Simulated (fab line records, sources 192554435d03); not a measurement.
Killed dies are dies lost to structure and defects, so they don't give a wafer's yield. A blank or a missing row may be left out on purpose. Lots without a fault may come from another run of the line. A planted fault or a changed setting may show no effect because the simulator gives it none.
Which tool did it? | flow n5_finfet | 24 lots, 72 wafers sampled, at 6 steps of a route of 1938

WHAT THE GAUGES READ, wafer by wafer
N5_BEOL_M12_CD_MEAS_28: target cd 160.2 nm. Usual: cd_nm 159.9 nm, standard deviation 1.2.
lot  | measured     | on        | cd_nm (nm)        | flag
L075 | day 12 04:05 | cd_sem-02 | 157.6 158.6 158.4 |
L074 | day 12 04:44 | cd_sem-03 | 161.5 160.3 160.3 |
L077 | day 12 12:37 | cd_sem-01 | 161.1 160.4 158.6 |
L078 | day 12 13:14 | cd_sem-01 | 160.5 160.3 160.2 |
L076 | day 12 22:58 | cd_sem-03 | 158.1 157.6 159.3 |
L080 | day 13 02:58 | cd_sem-03 | 160.5 160.9 160.8 |
L079 | day 13 03:14 | cd_sem-01 | 159.0 160.3 159.5 |
L081 | day 13 13:25 | cd_sem-02 | 159.9 160.9 161.2 |
L082 | day 14 07:16 | cd_sem-02 | 159.7 160.6 160.3 |
L083 | day 14 13:02 | cd_sem-03 | 159.3 158.5 160.8 |
L085 | day 14 13:11 | cd_sem-01 | 159.8 161.1 159.9 |
L086 | day 14 15:34 | cd_sem-01 | 161.6 160.3 160.0 |
L084 | day 15 00:15 | cd_sem-03 | 159.7 158.1 160.4 |
L087 | day 15 15:19 | cd_sem-03 | 160.9 159.9 160.0 |
L088 | day 16 04:32 | cd_sem-03 | 161.1 162.7 158.9 |
L091 | day 16 07:52 | cd_sem-03 | 157.4 159.1 157.5 |
L090 | day 16 08:17 | cd_sem-02 | 159.8 162.9 161.1 |
L093 | day 16 08:43 | cd_sem-02 | 158.9 159.3 161.3 |
L089 | day 16 09:17 | cd_sem-02 | 160.5 159.1 157.8 |
L092 | day 16 19:40 | cd_sem-02 | 160.6 159.8 159.1 |
L094 | day 17 14:32 | cd_sem-02 | 159.5 159.0 162.3 |
L096 | day 17 19:20 | cd_sem-01 | 159.0 158.7 158.9 |
L095 | day 17 20:11 | cd_sem-02 | 160.9 159.8 161.3 |
L097 | day 18 00:12 | cd_sem-01 | 159.8 160.3 159.3 |

N5_BEOL_M12_OVL_MEAS_29. Usual: M12_OVL -3 nm, standard deviation 5.2.
lot  | measured     | on         | M12_OVL (nm) | flag
L075 | day 12 04:07 | overlay-02 | -2 -10 -7    |
L074 | day 12 04:46 | overlay-01 | -12 -4 2     |
L077 | day 12 12:39 | overlay-01 | -3 4 -2      |
L078 | day 12 13:16 | overlay-01 | -2 -6 -5     |
L076 | day 12 22:59 | overlay-02 | -4 -6 -5     |
L080 | day 13 02:59 | overlay-01 | -3 -9 0      |
L079 | day 13 03:16 | overlay-01 | -16 -1 -12   |
L081 | day 13 13:26 | overlay-01 | 1 -3 -5      |
L082 | day 14 07:17 | overlay-02 | -11 -8 -4    |
L083 | day 14 13:04 | overlay-02 | 1 6 0        |
L085 | day 14 13:13 | overlay-02 | -10 -3 -14   |
L086 | day 14 15:36 | overlay-02 | -6 -1 6      |
L084 | day 15 00:17 | overlay-02 | -6 -9 -12    |
L087 | day 15 15:21 | overlay-01 | 2 1 -4       |
L088 | day 16 04:34 | overlay-01 | -5 -2 7      |
L091 | day 16 07:54 | overlay-01 | -4 -10 -5    |
L090 | day 16 08:19 | overlay-01 | -1 -7 7      |
L093 | day 16 08:44 | overlay-01 | -4 1 -3      |
L089 | day 16 09:19 | overlay-01 | -5 -5 2      |
L092 | day 16 19:41 | overlay-01 | 1 2 9        |
L094 | day 17 14:34 | overlay-02 | 4 -9 2       |
L096 | day 17 19:22 | overlay-02 | 11 0 5       |
L095 | day 17 20:13 | overlay-02 | 1 -6 -5      |
L097 | day 18 00:14 | overlay-01 | 1 2 0        |

N5_BEOL_M12_OCD_MEAS_35. Usual: trench_depth_nm 319 nm, standard deviation 6.3.
lot  | measured     | on     | trench_depth_nm (nm) | flag
L075 | day 12 04:44 | ocd-01 | 321 312 310          |
L074 | day 12 05:21 | ocd-02 | 323 317 322          |
L077 | day 12 13:14 | ocd-01 | 310 317 311          |
L078 | day 12 13:52 | ocd-02 | 311 310 311          |
L076 | day 12 23:46 | ocd-02 | 317 312 316          |
L080 | day 13 03:34 | ocd-02 | 324 319 307          |
L079 | day 13 03:50 | ocd-01 | 310 331 316          |
L081 | day 13 14:01 | ocd-01 | 314 318 324          |
L082 | day 14 07:52 | ocd-02 | 316 332 308          |
L083 | day 14 13:39 | ocd-01 | 317 311 333          |
L085 | day 14 13:56 | ocd-02 | 315 324 324          |
L086 | day 14 16:10 | ocd-01 | 320 322 316          |
L084 | day 15 12:42 | ocd-02 | 321 323 326          |
L087 | day 15 19:11 | ocd-01 | 326 328 312          |
L088 | day 16 05:22 | ocd-02 | 321 314 315          |
L091 | day 16 08:29 | ocd-01 | 316 330 312          |
L090 | day 16 08:58 | ocd-02 | 314 321 321          |
L093 | day 16 09:26 | ocd-02 | 320 325 321          |
L089 | day 16 09:55 | ocd-01 | 325 332 318          |
L092 | day 16 20:16 | ocd-01 | 319 322 317          |
L094 | day 17 15:09 | ocd-01 | 309 316 327          |
L096 | day 17 20:07 | ocd-02 | 328 323 324          |
L095 | day 17 21:27 | ocd-02 | 323 320 319          |
L097 | day 18 00:49 | ocd-01 | 324 321 318          |

N5_BEOL_M13_INSPECT_12: inspects for defects (macro). Usual: raw_defect_count 2.0, standard deviation 1.4.
lot  | measured     | on                | raw_defect_count | flag
L075 | day 12 09:19 | defect_inspect-02 | 2 2 1            |
L074 | day 12 10:18 | defect_inspect-02 | 1 3 2            |
L077 | day 12 18:35 | defect_inspect-02 | 4 0 3            |
L078 | day 12 18:52 | defect_inspect-02 | 1 1 0            |
L076 | day 13 02:04 | defect_inspect-01 | 3 2 1            |
L080 | day 13 07:41 | defect_inspect-01 | 0 2 0            |
L079 | day 13 09:52 | defect_inspect-02 | 1 2 3            |
L081 | day 13 21:35 | defect_inspect-02 | 2 5 1            |
L082 | day 14 12:45 | defect_inspect-01 | 0 4 0            |
L083 | day 14 20:48 | defect_inspect-02 | 2 0 0            |
L085 | day 14 20:58 | defect_inspect-02 | 1 4 1            |
L086 | day 14 21:08 | defect_inspect-01 | 1 1 0            |
L084 | day 15 15:07 | defect_inspect-02 | 0 0 1            |
L087 | day 15 21:25 | defect_inspect-02 | 0 2 1            |
L088 | day 16 08:03 | defect_inspect-01 | 5 3 1            |
L091 | day 16 11:44 | defect_inspect-02 | 5 2 1            |
L090 | day 16 12:34 | defect_inspect-01 | 1 4 3            |
L093 | day 16 13:07 | defect_inspect-01 | 3 2 4            |
L089 | day 16 15:02 | defect_inspect-01 | 3 2 1            |
L092 | day 17 01:08 | defect_inspect-02 | 1 2 4            |
L094 | day 17 18:37 | defect_inspect-01 | 3 2 4            |
L096 | day 18 01:47 | defect_inspect-02 | 3 1 2            |
L095 | day 18 01:50 | defect_inspect-02 | 1 0 2            |
L097 | day 18 04:52 | defect_inspect-01 | 3 3 5            |

N5_BEOL_M14_THK_MEAS_01. Usual: M14_ILD_THK 1118 nm, standard deviation 14.
lot  | measured     | on            | M14_ILD_THK (nm) | flag
L075 | day 12 16:43 | film_metro-01 | 1117 1137 1120   |
L074 | day 12 18:16 | film_metro-02 | 1102 1127 1139   |
L077 | day 13 00:20 | film_metro-02 | 1113 1122 1133   |
L078 | day 13 01:22 | film_metro-01 | 1111 1101 1117   |
L076 | day 13 13:07 | film_metro-01 | 1105 1129 1127   |
L080 | day 13 16:41 | film_metro-02 | 1102 1104 1122   |
L079 | day 13 19:18 | film_metro-02 | 1098 1123 1121   |
L081 | day 14 02:49 | film_metro-01 | 1102 1127 1110   |
L082 | day 14 23:14 | film_metro-01 | 1119 1117 1111   |
L083 | day 15 01:31 | film_metro-01 | 1094 1130 1119   |
L085 | day 15 02:50 | film_metro-01 | 1126 1154 1126   |
L086 | day 15 03:14 | film_metro-01 | 1095 1130 1126   |
L084 | day 15 18:38 | film_metro-02 | 1104 1120 1108   |
L087 | day 16 03:02 | film_metro-02 | 1135 1141 1121   |
L088 | day 16 12:55 | film_metro-02 | 1105 1125 1129   |
L091 | day 16 15:40 | film_metro-01 | 1119 1122 1148   |
L090 | day 17 00:16 | film_metro-02 | 1112 1148 1138   |
L093 | day 17 00:58 | film_metro-01 | 1090 1113 1120   |
L089 | day 17 02:25 | film_metro-02 | 1084 1119 1112   |
L092 | day 17 12:48 | film_metro-02 | 1104 1113 1120   |
L094 | day 18 02:29 | film_metro-01 | 1104 1096 1116   |
L096 | day 18 10:28 | film_metro-02 | 1106 1114 1120   |
L095 | day 18 10:26 | film_metro-01 | 1092 1133 1120   |
L097 | day 18 13:20 | film_metro-02 | 1113 1127 1129   |

WHICH TOOL RAN EACH LOT (tool, then ch and the chambers of the sampled wafers, then the start)
lot  | N5_BEOL_M13_ETCH_38
L075 | rie_diel-03 ch 1,2,3, day 12 14:29
L074 | rie_diel-03 ch 0,2,3, day 12 15:23
L077 | rie_diel-01 ch 1,2,3, day 12 21:16
L078 | rie_diel-01 ch 1,2,3, day 12 23:28
L076 | rie_diel-03 ch 0,2,3, day 13 08:29
L080 | rie_diel-06 ch 0,1, day 13 12:13
L079 | rie_diel-03 ch 0,2, day 13 14:13
L081 | rie_diel-06 ch 0,2,3, day 13 23:47
L082 | rie_diel-06 ch 0,3, day 14 19:41
L083 | rie_diel-06 ch 1,2,3, day 14 23:39
L085 | rie_diel-03 ch 1,2, day 15 00:49
L086 | rie_diel-06 ch 2,3, day 15 00:49
L084 | rie_diel-01 ch 0,2,3, day 15 16:55
L087 | rie_diel-06 ch 0,1, day 16 00:27
L088 | rie_diel-03 ch 0,1,3, day 16 10:37
L091 | rie_diel-01 ch 0,1,2, day 16 13:55
L090 | rie_diel-03 ch 1,2,3, day 16 21:53
L093 | rie_diel-06 ch 0,1,2, day 16 22:22
L089 | rie_diel-03 ch 0,1, day 16 23:09
L092 | rie_diel-06 ch 0,2, day 17 09:31
L094 | rie_diel-06 ch 2,3, day 18 00:17
L096 | rie_diel-01 ch 3, day 18 08:37
L095 | rie_diel-06 ch 0,2, day 18 08:39
L097 | rie_diel-06 ch 0,2,3, day 18 11:16
- N5_BEOL_M13_ETCH_38: etches SiCN in CF4/N2, target depth 67.5 nm, time 71.9 s.

WHAT THE TOOLS THEMSELVES READ (means of the sampled wafers that have a number; where no wafer has one, the mark that the record gives instead)
N5_BEOL_M13_ETCH_38. Usual: drypump_motor_current_A 5.7 A, standard deviation 0.57; oes_product_au 0.77 a.u., standard deviation 0.063; rf_fwd_power_W 428.0 W, standard deviation 1.4; rf_vpp_V 382.1 V, standard deviation 1.7; showerhead_plenum_p_Torr 2.21 Torr, standard deviation 0.062; throttle_valve_pct 15.45 %, standard deviation 0.22.
lot  | tool        | drypump_motor_current_A (A) | oes_product_au (a.u.) | rf_fwd_power_W (W) | rf_vpp_V (V) | showerhead_plenum_p_Torr (Torr) | throttle_valve_pct (%) | flag
L075 | rie_diel-03 | 4.9                         | 0.77                  | 428.0              | 381.4        | 2.15                            | 15.51                  |
L074 | rie_diel-03 | 5.1                         | 0.80                  | 427.8              | 382.1        | 2.19                            | 15.40                  |
L077 | rie_diel-01 | 5.9                         | 0.76                  | 427.8              | 381.1        | 2.18                            | 15.45                  |
L078 | rie_diel-01 | 6.0                         | 0.75                  | 429.2              | 381.6        | 2.18                            | 15.46                  |
L076 | rie_diel-03 | 5.1                         | 0.80                  | 428.9              | 381.7        | 2.19                            | 15.40                  |
L080 | rie_diel-06 | 6.1                         | 0.86                  | 428.1              | 383.3        | 2.24                            | 15.16                  |
L079 | rie_diel-03 | 5.2                         | 0.81                  | 427.8              | 382.0        | 2.23                            | 15.38                  |
L081 | rie_diel-06 | 6.2                         | 0.76                  | 428.6              | 383.4        | 2.24                            | 15.32                  |
L082 | rie_diel-06 | 6.2                         | 0.76                  | 428.4              | 382.4        | 2.21                            | 15.27                  |
L083 | rie_diel-06 | 5.7                         | 0.76                  | 428.5              | 383.6        | 2.24                            | 15.54                  |
L085 | rie_diel-03 | 5.1                         | 0.76                  | 427.8              | 381.7        | 2.18                            | 15.50                  |
L086 | rie_diel-06 | 6.0                         | 0.70                  | 429.3              | 382.9        | 2.22                            | 15.48                  |
L084 | rie_diel-01 | 6.0                         | 0.73                  | 427.4              | 381.4        | 2.20                            | 15.50                  |
L087 | rie_diel-06 | 6.1                         | 0.84                  | 426.8              | 383.0        | 2.24                            | 15.19                  |
L088 | rie_diel-03 | 5.1                         | 0.78                  | 428.5              | 380.8        | 2.15                            | 15.53                  |
L091 | rie_diel-01 | 5.9                         | 0.69                  | 428.6              | 382.2        | 2.19                            | 15.70                  |
L090 | rie_diel-03 | 4.9                         | 0.75                  | 428.1              | 380.3        | 2.14                            | 15.55                  |
L093 | rie_diel-06 | 5.9                         | 0.79                  | 427.7              | 383.0        | 2.25                            | 15.41                  |
L089 | rie_diel-03 | 5.2                         | 0.80                  | 427.1              | 381.1        | 2.16                            | 15.61                  |
L092 | rie_diel-06 | 6.1                         | 0.73                  | 429.0              | 384.3        | 2.26                            | 15.41                  |
L094 | rie_diel-06 | 6.0                         | 0.69                  | 427.7              | 382.1        | 2.21                            | 15.53                  |
L096 | rie_diel-01 | 6.2                         | 0.78                  | 427.1              | 380.2        | 2.12                            | 15.20                  |
L095 | rie_diel-06 | 6.2                         | 0.72                  | 428.1              | 383.0        | 2.26                            | 15.43                  |
L097 | rie_diel-06 | 6.2                         | 0.73                  | 428.0              | 382.1        | 2.23                            | 15.38                  |

THE ANSWER, worked out from the rows above alone
Rule: a lot is off if the mean of its wafers that have a number lies more than 3 standard deviations from the usual mean. A lot without any number at a reading at which 4 lots or more have one is off too. The other lots that the step has rows for count as sound. The gauges are gone through in route order, then the tools' own readings, and for those a lot's mean is taken as printed above. The first step at which some lot is off is used, and at that step the reading that is off furthest; a lot without a number counts as furthest.
No lot is off at any reading shown: from this, nothing can be told.

WHAT THE SIMULATOR HAD PUT IN
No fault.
